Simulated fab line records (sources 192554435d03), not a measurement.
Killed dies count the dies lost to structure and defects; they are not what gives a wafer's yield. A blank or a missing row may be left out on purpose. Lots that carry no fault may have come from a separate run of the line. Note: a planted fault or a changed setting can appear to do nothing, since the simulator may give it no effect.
fab line records + flow n5-finfet + part 2 of 2: steps 17 to 29 of 29
record
- lots=5
- wafers=15
- last-day=17
route steps=1938 shown SD_EPI_N@266
lots that met no fault: from a run of the same line without faults
start-h: start of the lot's first displayed wafer, in hours after the record's first day + wait-h: how many hours have passed since the lot's step before this one + " unchanged from the row above + L1.1+2: a single row standing in for several wafers + - either no value or no given start + * or withheld: withheld + < > ~ a bound
route shown NAME@n: NAME is a module with steps in the file, n the number in the route of the first one + usual: mean and standard deviation over wafers with no fault + same: alike in all rows + chamber/n: place in a boat + sites: each site's reading + _std_site: the standard deviation of these + _edge_site: outer sites' mean less inner sites' + radius-mm: how far each site lies from the wafer's centre + mask NAME#n: copy n + behind: the most recent tool/chamber to have shaped the wafer + hold: the reason the lot was held/the length of the hold in hours/how it ended + device: transistor that didn't switch, given as n, p or np + end of line: tests run on the same wafers once the route is complete + a step with no rows: only its recipe + killed: the dies lost at the first sort to structure and to defects; this is not the yield of the wafer + map: dies across one wafer; x = killed, . = not, _ = none there
set.NAME: the setting as run; set.NAME@STEP: as run at that earlier step + model.NAME: the simulator's own value behind a step, which no gauge read
lots seen at some steps along the route; tables by step, rows by wafer
services: from which hour (start-h, from the record's first day; less than 0 if before it) a tool's chamber was out of use, for how many hours, and why
## steps
# step N5_SD_EPI_N_STRIP_38
# recipe
- chemistry=N2/H2
- power-w=1000
- temp-c=250
- h2-frac=0.65
- overash-fraction=0.3
- pressure-mtorr=withheld
- n2-flow-sccm=1750
- h2-flow-sccm=3250
# usual
- drypump-motor-current-A=5.39/0.097
- heater-power-w=341/27
- oes-product-au=0.761/0.012
| lot.wafer | tool            | chamber | start-h | wait-h | drypump-motor-current-A | heater-power-w | oes-product-au | rf-hours-counter-h |
|-----------|-----------------|---------|---------|--------|-------------------------|----------------|----------------|--------------------|
| L075.1    | plasma-asher-02 | 1       | 57.75   | 0.1    | 5.32                    | 361            | 0.762          | 83                 |
| L075.2    | "               | 0       | "       | "      | 5.30                    | 364            | 0.747          | 83                 |
| L075.4    | "               | 1       | "       | "      | 5.31                    | 367            | 0.758          | -                  |
| L081.3    | plasma-asher-02 | 1       | 94.77   | 0.1    | 5.31                    | 359            | 0.757          | -                  |
| L081.4    | "               | 0       | "       | "      | 5.29                    | 361            | 0.778          | -                  |
| L081.6    | "               | 0       | "       | "      | 5.27                    | 348            | 0.760          | -                  |
| L082.1    | plasma-asher-02 | 0       | 98.47   | 0.1    | 5.29                    | 360            | 0.757          | 91                 |
| L082.3    | "               | 1       | "       | "      | 5.30                    | 362            | 0.759          | -                  |
| L082.6    | "               | 1       | "       | "      | 5.29                    | 361            | 0.743          | -                  |
| L085.1    | plasma-asher-01 | 1       | 116.19  | 0.1    | 5.51                    | 294            | 0.750          | 44                 |
| L085.3    | "               | 1       | "       | "      | 5.53                    | 295            | 0.773          | -                  |
| L085.4    | "               | 0       | "       | "      | 5.48                    | 349            | 0.748          | -                  |
| L096.2    | plasma-asher-01 | 0       | 183.08  | 0.3    | 5.51                    | 346            | 0.759          | 57                 |
| L096.4    | "               | 0       | "       | "      | 5.52                    | 355            | 0.753          | -                  |
| L096.6    | "               | 0       | "       | "      | 5.44                    | 358            | 0.735          | -                  |
# step N5_SD_EPI_N_WET_ETCH_43
# recipe
- chemistry=dHF
- dilution=withheld
- time-s=14
- target=SiO2
- target-depth-a=15
- temp-c=25
| lot.wafer  | tool         | chamber | start-h | wait-h |
|------------|--------------|---------|---------|--------|
| L075.1+2+4 | wet-bench-06 | 6,3,7   | 57.84   | -      |
| L081.3+4+6 | wet-bench-01 | 6,7,3   | 94.84   | -      |
| L082.1+3+6 | wet-bench-06 | 7,3,6   | 98.56   | -      |
| L085.1+3+4 | wet-bench-06 | 0,5,3   | 116.27  | -      |
| L096.2+4+6 | wet-bench-03 | 3,4,2   | 183.17  | -      |
# step N5_SD_EPI_N_STRIP_18
# recipe
- chemistry=SPM
- time-s=750
- temp-c=130
- h2so4-h2o2-vol-ratio=4
| lot.wafer  | tool         | chamber | start-h | wait-h |
|------------|--------------|---------|---------|--------|
| L075.1+2+4 | wet-bench-06 | 6,3,7   | 57.84   | 0.0    |
| L081.3+4+6 | wet-bench-01 | 6,7,3   | 94.85   | 0.0    |
| L082.1+3+6 | wet-bench-06 | 7,3,6   | 98.57   | 0.0    |
| L085.1+3+4 | wet-bench-06 | 0,5,3   | 116.28  | 0.0    |
| L096.2+4+6 | wet-bench-03 | 3,4,2   | 183.17  | 0.0    |
# step N5_SD_EPI_N_SRD_20
# recipe
- dry=ipa-marangoni
- do-ppb=5
- time-s=30
- temp-c=23
- rinse-liquid=diw
| lot.wafer  | tool         | chamber | start-h | wait-h |
|------------|--------------|---------|---------|--------|
| L075.1+2+4 | wet-bench-06 | 6,3,7   | 58.05   | 0.0    |
| L081.3+4+6 | wet-bench-01 | 6,7,3   | 95.06   | 0.0    |
| L082.1+3+6 | wet-bench-06 | 7,3,6   | 98.77   | 0.0    |
| L085.1+3+4 | wet-bench-06 | 0,5,3   | 116.51  | 0.0    |
| L096.2+4+6 | wet-bench-03 | 3,4,2   | 183.38  | 0.0    |
# step N5_SD_EPI_N_PRECLEAN_48
# recipe
- chemistry=NF3:NH3
- afs-cycles=2
- temp-c=30
- time-s=20
- sublimation-temp-c=180
- sublimation-time-s=60
- pressure-torr=3
- rf-power-w=30
| lot.wafer  | tool         | chamber | start-h | wait-h |
|------------|--------------|---------|---------|--------|
| L075.1+2+4 | epi-rpcvd-01 | 0       | 58.12   | 0.0    |
| L081.3+4+6 | epi-rpcvd-02 | 0       | 95.26   | 0.2    |
| L082.1+3+6 | epi-rpcvd-01 | 0       | 98.82   | 0.0    |
| L085.1+3+4 | epi-rpcvd-01 | 0       | 116.56  | 0.0    |
| L096.2+4+6 | epi-rpcvd-02 | 0       | 183.49  | 0.1    |
# step N5_SD_EPI_N_VAPOR_ETCH_50
# recipe
- chemistry=HCl
- target=Si
- temp-c=775
- time-s=54
- pressure-torr=20
- mode=isotropic
# usual
- throttle-valve-pct=11.4/0.45
| lot.wafer | tool         | chamber | start-h | wait-h | throttle-valve-pct |
|-----------|--------------|---------|---------|--------|--------------------|
| L075.1    | epi-rpcvd-01 | 0       | 58.60   | 0.4    | 11.6               |
| L075.2    | "            | 0       | "       | "      | 11.7               |
| L075.4    | "            | 0       | "       | "      | 11.8               |
| L081.3    | epi-rpcvd-02 | 0       | 95.66   | 0.3    | 11.6               |
| L081.4    | "            | 0       | "       | "      | 11.6               |
| L081.6    | "            | 0       | "       | "      | 11.7               |
| L082.1    | epi-rpcvd-01 | 0       | 99.46   | 0.5    | 11.6               |
| L082.3    | "            | 0       | "       | "      | 11.6               |
| L082.6    | "            | 0       | "       | "      | 11.7               |
| L085.1    | epi-rpcvd-01 | 0       | 117.20  | 0.5    | 11.6               |
| L085.3    | "            | 0       | "       | "      | 11.9               |
| L085.4    | "            | 0       | "       | "      | 11.5               |
| L096.2    | epi-rpcvd-02 | 0       | 183.82  | 0.3    | 11.9               |
| L096.4    | "            | 0       | "       | "      | 11.7               |
| L096.6    | "            | 0       | "       | "      | 11.8               |
# step N5_SD_EPI_N_EPI_21
# recipe
- material=Si:P
- dopant=P
- temp-c=680
- pressure-torr=255
- time-s=690
| lot.wafer  | tool         | chamber | start-h | wait-h |
|------------|--------------|---------|---------|--------|
| L075.1+2+4 | epi-rpcvd-01 | 0       | 58.84   | 0.2    |
| L081.3+4+6 | epi-rpcvd-02 | 0       | 96.57   | 0.9    |
| L082.1+3+6 | epi-rpcvd-01 | 0       | 99.78   | 0.3    |
| L085.1+3+4 | epi-rpcvd-01 | 0       | 117.52  | 0.3    |
| L096.2+4+6 | epi-rpcvd-02 | 0       | 184.25  | 0.4    |
# step N5_SD_EPI_N_EPI_MEAS_23
# recipe
- mode=xrd
# usual
- thk-nm=59.2/1.2
| lot.wafer | tool          | chamber | start-h | wait-h | thk-nm |
|-----------|---------------|---------|---------|--------|--------|
| L075.1    | film-metro-01 | -       | 61.11   | 1.9    | 58.1   |
| L075.2    | "             | -       | "       | "      | 59.8   |
| L075.4    | "             | -       | "       | "      | 57.9   |
| L081.3    | film-metro-01 | -       | 98.12   | 1.2    | 59.3   |
| L081.4    | "             | -       | "       | "      | 60.0   |
| L081.6    | "             | -       | "       | "      | 60.0   |
| L082.1    | film-metro-01 | -       | 102.81  | 2.5    | 59.8   |
| L082.3    | "             | -       | "       | "      | 59.7   |
| L082.6    | "             | -       | "       | "      | 58.6   |
| L085.1    | film-metro-01 | -       | 120.54  | 2.5    | 59.5   |
| L085.3    | "             | -       | "       | "      | 59.2   |
| L085.4    | "             | -       | "       | "      | 58.4   |
| L096.2    | film-metro-02 | -       | 185.69  | 1.2    | 58.5   |
| L096.4    | "             | -       | "       | "      | 61.8   |
| L096.6    | "             | -       | "       | "      | 59.0   |
# step N5_SD_EPI_N_PRECLEAN_24
# recipe
- chemistry=O3/DIW
- time-s=60
- temp-c=22
- o3-ppm=10
| lot.wafer  | tool         | chamber | start-h | wait-h |
|------------|--------------|---------|---------|--------|
| L075.1+2+4 | wet-bench-06 | 1,3,6   | 61.15   | 0.0    |
| L081.3+4+6 | wet-bench-06 | 5,4,0   | 98.16   | 0.0    |
| L082.1+3+6 | wet-bench-06 | 0,1,2   | 102.85  | 0.0    |
| L085.1+3+4 | wet-bench-03 | 4,7,3   | 120.58  | 0.0    |
| L096.2+4+6 | wet-bench-03 | 4,6,1   | 185.72  | 0.0    |
# step N5_SD_EPI_N_SRD_25
# recipe
- time-s=30
- temp-c=23
- rinse-liquid=diw
- dry=ipa-marangoni
| lot.wafer  | tool         | chamber | start-h | wait-h |
|------------|--------------|---------|---------|--------|
| L075.1+2+4 | wet-bench-06 | 1,3,6   | 61.17   | 0.0    |
| L081.3+4+6 | wet-bench-06 | 5,4,0   | 98.17   | 0.0    |
| L082.1+3+6 | wet-bench-06 | 0,1,2   | 102.86  | 0.0    |
| L085.1+3+4 | wet-bench-03 | 4,7,3   | 120.60  | 0.0    |
| L096.2+4+6 | wet-bench-03 | 4,6,1   | 185.74  | 0.0    |
# step N5_SD_EPI_N_PRECLEAN_49
# recipe
- chemistry=NF3:NH3
- afs-cycles=1
- temp-c=30
- time-s=20
- sublimation-temp-c=180
- sublimation-time-s=60
- pressure-torr=3
- rf-power-w=30
| lot.wafer  | tool             | chamber | start-h | wait-h |
|------------|------------------|---------|---------|--------|
| L075.1+2+4 | remote-plasma-01 | 1       | 61.21   | 0.0    |
| L081.3+4+6 | remote-plasma-02 | 0       | 98.28   | 0.1    |
| L082.1+3+6 | remote-plasma-01 | 1       | 102.91  | 0.0    |
| L085.1+3+4 | remote-plasma-02 | 1       | 120.64  | 0.0    |
| L096.2+4+6 | remote-plasma-02 | 0       | 185.82  | 0.1    |
# step N5_SD_EPI_N_LINER_46
# recipe
- material=SiNx
- target-thk-a=30
- temp-c=400
- ald-precursor-family=SiH2I2
- ald-co-reactant=N2/H2-plasma
- pressure-torr=2
# usual
- heater-power-w=830/81
| lot.wafer | tool       | chamber | start-h | wait-h | heater-power-w | since-wet-clean-h |
|-----------|------------|---------|---------|--------|----------------|-------------------|
| L075.1    | ald-sin-01 | 2       | 61.41   | 0.2    | 778            | 52                |
| L075.2    | "          | 1       | "       | "      | 881            | 52                |
| L075.4    | "          | 0       | "       | "      | 822            | 52                |
| L081.3    | ald-sin-03 | 1       | 98.47   | 0.2    | 851            | 286               |
| L081.4    | "          | 3       | "       | "      | 757            | 286               |
| L081.6    | "          | 2       | "       | "      | 792            | -                 |
| L082.1    | ald-sin-01 | 3       | 103.11  | 0.2    | 816            | 94                |
| L082.3    | "          | 1       | "       | "      | 867            | 94                |
| L082.6    | "          | 3       | "       | "      | 823            | -                 |
| L085.1    | ald-sin-03 | 3       | 121.11  | 0.4    | 768            | 309               |
| L085.3    | "          | 2       | "       | "      | 800            | 309               |
| L085.4    | "          | 1       | "       | "      | 854            | 309               |
| L096.2    | ald-sin-02 | 2       | 186.92  | 1.1    | 844            | 88                |
| L096.4    | "          | 1       | "       | "      | 784            | -                 |
| L096.6    | "          | 2       | "       | "      | 831            | -                 |
# step N5_SD_EPI_N_INSPECT_26
# recipe
- inspect-instrument=darkfield
- mode=post-epi
# usual
- raw-defect-count=223/41
| lot.wafer | tool              | chamber | start-h | wait-h | raw-defect-count |
|-----------|-------------------|---------|---------|--------|------------------|
| L075.1    | defect-inspect-02 | -       | 61.66   | 0.1    | 293              |
| L075.2    | "                 | -       | "       | "      | 215              |
| L075.4    | "                 | -       | "       | "      | 222              |
| L081.3    | defect-inspect-02 | -       | 98.72   | 0.1    | 240              |
| L081.4    | "                 | -       | "       | "      | 226              |
| L081.6    | "                 | -       | "       | "      | 216              |
| L082.1    | defect-inspect-02 | -       | 103.36  | 0.1    | 194              |
| L082.3    | "                 | -       | "       | "      | 233              |
| L082.6    | "                 | -       | "       | "      | 173              |
| L085.1    | defect-inspect-02 | -       | 121.36  | 0.1    | 214              |
| L085.3    | "                 | -       | "       | "      | 217              |
| L085.4    | "                 | -       | "       | "      | 238              |
| L096.2    | defect-inspect-02 | -       | 187.17  | 0.1    | 212              |
| L096.4    | "                 | -       | "       | "      | 256              |
| L096.6    | "                 | -       | "       | "      | 244              |
## services
| tool            | chamber | start-h | hours | kind   |
|-----------------|---------|---------|-------|--------|
| arfi-scanner-03 | -       | 32.84   | 1.0   | pm     |
| rie-diel-06     | 2       | 33.40   | 8.3   | repair |
| rie-diel-01     | -       | 36.17   | 0.3   | repair |
| rie-diel-01     | -       | 42.23   | 28.1  | pm     |
| ald-sin-01      | -       | 52.18   | 6.0   | pm     |
| wet-bench-06    | -       | 52.93   | 2.4   | repair |
| epi-rpcvd-02    | -       | 53.58   | 14.6  | pm     |
| arfi-scanner-01 | -       | 66.95   | 2.0   | repair |
| arfi-scanner-03 | -       | 70.99   | 1.3   | pm     |
| arfi-scanner-01 | -       | 71.63   | 0.4   | repair |
| arfi-scanner-03 | -       | 81.81   | 3.9   | pm     |
| epi-rpcvd-01    | -       | 83.73   | 0.3   | repair |
| arfi-scanner-03 | -       | 88.52   | 0.7   | repair |
| arfi-scanner-01 | -       | 89.49   | 0.8   | pm     |
| arfi-scanner-01 | -       | 97.43   | 1.0   | pm     |
| arfi-scanner-01 | -       | 100.39  | 2.0   | repair |
| rie-diel-01     | 3       | 105.15  | 7.8   | repair |
| plasma-asher-02 | -       | 106.05  | 2.8   | pm     |
| rie-si-02       | 2       | 134.57  | 9.6   | repair |
| wet-bench-01    | -       | 135.36  | 0.6   | repair |
| arfi-scanner-01 | -       | 147.10  | 1.3   | pm     |
| epi-rpcvd-02    | -       | 151.93  | 1.0   | repair |
| rie-diel-06     | -       | 174.50  | 0.2   | repair |
| rie-si-02       | 1       | 186.54  | 1.9   | repair |
